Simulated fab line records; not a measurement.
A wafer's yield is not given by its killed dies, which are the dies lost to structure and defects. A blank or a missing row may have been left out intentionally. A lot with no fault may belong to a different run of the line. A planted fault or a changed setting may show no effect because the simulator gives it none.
Lot-split experiment	flow n5-finfet	39 wafers read from 7 lots, route of 1938 steps

== SPLIT DETAILS ==
At N5_BEOL_M3_ETCH_64 (etches SOC in N2/H2, target depth 75 nm, overetch 15 nm, time 112.5 s), the setting time-s was moved away from the recipe's 112.5 s on 18 of the 39 wafers read, by -56.5% to +57.2%. For the rest of the wafers, this setting stayed at what the recipe calls for.

The reading comes from the split's own step.

== THE READING ==
SiARC_of_BEOL_M3_COAT_62.thk-nm (the simulator's own value, which no gauge read), in nm, at N5_BEOL_M3_ETCH_64 (etches SOC in N2/H2, target depth 75 nm, overetch 15 nm, time 112.5 s). There is no usual value for it anywhere in the file. Across the 21 wafers here that went through the recipe, the average is 6.9 nm and the standard deviation 0.24 nm.

wafer	tool, chamber at the split	time-s as run, s	against the recipe	SiARC_of_BEOL_M3_COAT_62.thk-nm, nm	against lot-mates on the recipe
L080.1	rie-diel-06, 0,3,3	112.5	recipe	7	-
L080.3	rie-diel-06, 0,3,3	112.5	recipe	7	-
L080.6	rie-diel-06, 0,3,3	112.5	recipe	7	-
L080.2	rie-diel-06, 1,2,0	48.97	-56.5%	9.8	+2.8
L080.4	rie-diel-06, 1,2,0	48.97	-56.5%	9.8	+2.8
L080.5	rie-diel-06, 1,2,0	48.97	-56.5%	9.8	+2.8
L083.1	rie-diel-01, 0	140.6	+25.0%	5.4	-1.7
L083.2	rie-diel-01, 3	140.6	+25.0%	5	-2.1
L083.3	rie-diel-01, 1	112.5	recipe	7	-
L083.4	rie-diel-01, 2	112.5	recipe	7.2	-
L083.6	rie-diel-01, 2	112.5	recipe	7.2	-
L083.5	rie-diel-01, 3	140.6	+25.0%	5.2	-1.9
L089.1	rie-diel-01, 1,0	112.5	recipe	7	-
L089.6	rie-diel-01, 1,0	112.5	recipe	7	-
L089.2	rie-diel-01, 3	89.02	-20.9%	7.8	+0.7
L089.5	rie-diel-01, 3	89.02	-20.9%	7.8	+0.7
L089.3	rie-diel-01, 0	89.02	-20.9%	8	+0.9
L089.4	rie-diel-01, 2	112.5	recipe	7.2	-
L090.1	rie-diel-02, 3,1,3	112.5	recipe	6.6	-
L090.5	rie-diel-02, 3,1,3	112.5	recipe	6.6	-
L090.6	rie-diel-02, 3,1,3	112.5	recipe	6.6	-
L090.2	rie-diel-02, 1,1,3	95.22	-15.4%	7.4	+0.8
L090.3	rie-diel-02, 1,1,3	95.22	-15.4%	7.4	+0.8
L090.4	rie-diel-02, 1,1,3	95.22	-15.4%	7.4	+0.8
L092.3	rie-diel-02, 2	112.5	recipe	6.4	-
L092.4	rie-diel-02, 1	112.5	recipe	6.6	-
L092.5	rie-diel-02, 0	112.5	recipe	7	-
L094.1	rie-diel-02, 3,1,3	112.5	recipe	6.8	-
L094.4	rie-diel-02, 3,1,3	112.5	recipe	6.8	-
L094.5	rie-diel-02, 3,1,3	112.5	recipe	6.8	-
L094.2	rie-diel-02, 2	131.4	+16.8%	5.6	-1.2
L094.6	rie-diel-02, 2	131.4	+16.8%	5.6	-1.2
L094.3	rie-diel-02, 0	131.4	+16.8%	6.4	-0.4
L097.1	rie-diel-01, 2	112.5	recipe	7.2	-
L097.5	rie-diel-01, 2	112.5	recipe	7.2	-
L097.2	rie-diel-01, 1	112.5	recipe	6.8	-
L097.3	rie-diel-01, 3	176.8	+57.2%	3.4	-3.7
L097.4	rie-diel-01, 0,1	176.8	+57.2%	4	-3.1
L097.6	rie-diel-01, 0,1	176.8	+57.2%	4	-3.1
When a row names more than one chamber, that row covers several wafers, and the file does not tell which wafer ran in which chamber.

FIT RESULTS
A straight line over all 39 wafers: SiARC_of_BEOL_M3_COAT_62.thk-nm changes by -0.0533 nm for each +1% of time-s; r = -0.98; the points scatter about the line by 0.26 nm.
The same after taking each lot's own level away (the mean of its wafers on the recipe; 39 wafers): -0.0544 nm for each +1%; r = -0.98; scatter 0.25 nm.
That fit puts the effect of the largest move of time-s on the reading at 3.1 nm.
The span of the lots' own levels, 6.60 to 7.13 nm, comes to 2.3 times the standard deviation stated above.
Consequently the slope shifts little with the lot-to-lot level, the two slopes agreeing.
Check: with one of the wafers moved furthest among these (+57.2%) left out of the fit, the line predicts -3.13 nm for it against its lot-mates. It came out at -3.67 nm against them.

== THE OTHER SPLITS THESE WAFERS WENT THROUGH ==
Before the reading, these wafers also passed through other splits. Each is held against what the fit with the lots' levels taken away leaves over:
other split on the same wafers	wafers away from the commonest value	r with SiARC_of_BEOL_M3_COAT_62.thk-nm (lot level and that fit taken away)
N5_ZERO_LAYER_DEVELOP_10 develop-time-s	12	+0.00
N5_PMOS_HMC_CHANNEL_EPI_ETCH_38 target-depth-a	18	+0.04
N5_SDB_ALD_29 ald-cycles	15	+0.23
N5_MOL_CONTACT_COAG_VIA_ETCH_46 target-depth-a	12	+0.08
N5_BEOL_M1_HM_DEP_02 target-thk-a	9	-0.05

== THE WHOLE CHAIN: every reading that the file lists as answering this split, in the file's order ==
step	what it does	reading	change (the file's fit)	r (the file's)
N5_BEOL_M3_ETCH_64	etches SOC in N2/H2, target depth 75 nm, overetch 15 nm, time 112.5 s	SiARC_of_BEOL_M3_COAT_62.thk-nm (the simulator's own value, which no gauge read)	-0.0545 nm for each +1% of the setting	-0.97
N5_BEOL_M3_HM_OPEN_17	chemistry Cl2/BCl3, target TiN, target depth 20 nm, overetch 6 nm	etch.depth-nm (the simulator's own value, which no gauge read)	not straight: 19.73 at the lowest setting, 19.88 at the recipe, 14.05 at the highest	not given

== FILE'S OWN FIT ==
SiARC_of_BEOL_M3_COAT_62.thk-nm changes by -0.0545 nm for each +1% of time-s, r = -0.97.
